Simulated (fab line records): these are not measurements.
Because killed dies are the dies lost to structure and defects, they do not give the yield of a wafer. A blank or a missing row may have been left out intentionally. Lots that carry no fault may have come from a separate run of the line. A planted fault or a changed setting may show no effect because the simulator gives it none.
Matching of chambers :: flow n5_finfet :: N5_HKMG_FIN_ETCH_86 on rie_diel-04: 4 sister chambers
The step etches SOC in N2/H2, stops on TiN, target depth 393.2 nm. 16 wafers are shown with their chamber, then 8 later ones without.

EACH WAFER AND ITS CHAMBER
wafer: L074.1
chamber: 3
showerhead_plenum_p_Torr (Torr): 2.59
drypump_motor_current_A (A): 5.4
throttle_valve_pct (%): 17.9

wafer: L074.5
chamber: 3
showerhead_plenum_p_Torr (Torr): 2.59
drypump_motor_current_A (A): 5.4
throttle_valve_pct (%): 17.8

wafer: L074.6
chamber: 2
showerhead_plenum_p_Torr (Torr): 2.62
drypump_motor_current_A (A): 5.6
throttle_valve_pct (%): 18.5

wafer: L075.1
chamber: 2
showerhead_plenum_p_Torr (Torr): 2.62
drypump_motor_current_A (A): 5.7
throttle_valve_pct (%): 18.5

wafer: L075.2
chamber: 3
showerhead_plenum_p_Torr (Torr): 2.59
drypump_motor_current_A (A): 5.4
throttle_valve_pct (%): 17.9

wafer: L075.4
chamber: 3
showerhead_plenum_p_Torr (Torr): 2.59
drypump_motor_current_A (A): 5.4
throttle_valve_pct (%): 17.8

wafer: L077.1
chamber: 3
showerhead_plenum_p_Torr (Torr): 2.59
drypump_motor_current_A (A): 5.4
throttle_valve_pct (%): 17.9

wafer: L077.2
chamber: 2
showerhead_plenum_p_Torr (Torr): 2.62
drypump_motor_current_A (A): 5.7
throttle_valve_pct (%): 18.5

wafer: L077.6
chamber: 1
showerhead_plenum_p_Torr (Torr): 2.51
drypump_motor_current_A (A): 4.7
throttle_valve_pct (%): 17.9

wafer: L079.4
chamber: 0
showerhead_plenum_p_Torr (Torr): 2.60
drypump_motor_current_A (A): 5.5
throttle_valve_pct (%): 17.8

wafer: L079.5
chamber: 3
showerhead_plenum_p_Torr (Torr): 2.58
drypump_motor_current_A (A): 5.4
throttle_valve_pct (%): 17.9

wafer: L079.6
chamber: 0
showerhead_plenum_p_Torr (Torr): 2.60
drypump_motor_current_A (A): 5.5
throttle_valve_pct (%): 17.8

wafer: L080.1
chamber: 3
showerhead_plenum_p_Torr (Torr): 2.58
drypump_motor_current_A (A): 5.4
throttle_valve_pct (%): 17.9

wafer: L080.3
chamber: 0
showerhead_plenum_p_Torr (Torr): 2.60
drypump_motor_current_A (A): 5.5
throttle_valve_pct (%): 17.8

wafer: L080.4
chamber: 3
showerhead_plenum_p_Torr (Torr): 2.58
drypump_motor_current_A (A): 5.4
throttle_valve_pct (%): 17.9

wafer: L084.1
chamber: 3
showerhead_plenum_p_Torr (Torr): 2.58
drypump_motor_current_A (A): 5.4
throttle_valve_pct (%): 17.9

SIGNATURES (means of the wafers above)
reading: showerhead_plenum_p_Torr
chamber 0: 2.6000
chamber 1: 2.5100
chamber 2: 2.6200
chamber 3: 2.5856
scatter within a chamber: 0.0043

reading: drypump_motor_current_A
chamber 0: 5.500
chamber 1: 4.700
chamber 2: 5.667
chamber 3: 5.400
scatter within a chamber: 0.0236

reading: throttle_valve_pct
chamber 0: 17.800
chamber 1: 17.900
chamber 2: 18.500
chamber 3: 17.878
scatter within a chamber: 0.036
Rule: distance of a wafer from a chamber = root of the sum over the readings of ((wafer's reading minus chamber's mean) / reading's scatter) squared. The wafer belongs to the nearest chamber; if the next one is less than 2 further off, it can't be placed. The scatter: take each reading less its chamber's mean, square it, sum over the shown wafers, divide by the number of wafers less the number of chambers, and take the root.

WAFERS MISSING THEIR CHAMBER
wafer: L084.2
showerhead_plenum_p_Torr (Torr): 2.50
drypump_motor_current_A (A): 4.7
throttle_valve_pct (%): 17.9

wafer: L084.4
showerhead_plenum_p_Torr (Torr): 2.60
drypump_motor_current_A (A): 5.5
throttle_valve_pct (%): 17.9

wafer: L088.1
showerhead_plenum_p_Torr (Torr): 2.59
drypump_motor_current_A (A): 5.5
throttle_valve_pct (%): 17.9

wafer: L088.2
showerhead_plenum_p_Torr (Torr): 2.50
drypump_motor_current_A (A): 4.7
throttle_valve_pct (%): 17.9

wafer: L088.3
showerhead_plenum_p_Torr (Torr): 2.57
drypump_motor_current_A (A): 5.4
throttle_valve_pct (%): 17.9

wafer: L091.3
showerhead_plenum_p_Torr (Torr): 2.61
drypump_motor_current_A (A): 5.6
throttle_valve_pct (%): 18.2

wafer: L091.4
showerhead_plenum_p_Torr (Torr): 2.59
drypump_motor_current_A (A): 5.5
throttle_valve_pct (%): 17.9

wafer: L091.6
showerhead_plenum_p_Torr (Torr): 2.57
drypump_motor_current_A (A): 5.4
throttle_valve_pct (%): 17.9

WHICH CHAMBER EACH ONE RAN IN
wafer: L084.2
from the rows above: 1
in truth: 1

wafer: L084.4
from the rows above: 0
in truth: 0

wafer: L088.1
from the rows above: can't be placed: 0 or 3
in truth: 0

wafer: L088.2
from the rows above: 1
in truth: 1

wafer: L088.3
from the rows above: 3
in truth: 3

wafer: L091.3
from the rows above: 2
in truth: 2

wafer: L091.4
from the rows above: can't be placed: 0 or 3
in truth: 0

wafer: L091.6
from the rows above: 3
in truth: 3
Correct placement for 6 of the 8. Not placeable from these rows: 2 (in 2, the candidates include the true chamber). Wrongly placed: 0.
